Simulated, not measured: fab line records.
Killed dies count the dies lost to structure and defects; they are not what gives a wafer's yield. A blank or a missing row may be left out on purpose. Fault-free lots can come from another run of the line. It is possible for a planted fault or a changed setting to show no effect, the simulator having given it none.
Matching of chambers	flow n5_finfet	cmp-03 running N5_DUMMY_GATE_CMP_04: 4 sister chambers
The step polishes a-Si. 4 wafers are shown with their chamber, then 8 later ones without.

WAFERS WITH THEIR CHAMBER
wafer	chamber	motor_current_A (A)
L084.1	1	9.3
L084.3	2	9.3
L084.4	3	10.4
L085.1	0	9.6

WAFERS WHOSE CHAMBER IS MISSING
wafer	motor_current_A (A)
L085.4	10.4
L085.6	10.5
L092.2	8.6
L092.3	10.5
L092.4	9.6
L093.1	9.8
L093.3	9.2
L093.6	9.5

CHAMBER TAKEN BY EACH
wafer	from the rows above	in truth
L085.4	3	3
L085.6	3	3
L092.2	can't be placed: 1 or 2 or 0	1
L092.3	3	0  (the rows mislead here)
L092.4	can't be placed: 0 or 1 or 2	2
L093.1	can't be placed: 0 or 1 or 2 or 3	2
L093.3	can't be placed: 1 or 2 or 0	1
L093.6	can't be placed: 0 or 1 or 2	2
Correctly placed: 2 of 8. From these rows, 5 cannot be placed; in 5 the true chamber is one of the candidates. Wrongly placed: 1.
How it was worked out, from the rows above alone: a wafer's distance from a chamber is the root of the sum, over the readings, of the square of ((its reading less the chamber's mean) divided by the reading's scatter). If the next closest chamber is less than 2 further off than the closest, the wafer can't be placed; otherwise it belongs to the closest. The mean given for a chamber averages the wafers shown for that chamber. The scatter (one wafer shown for each chamber): square how far every hidden wafer sits from the nearest shown wafer, average those squares and take the square root.
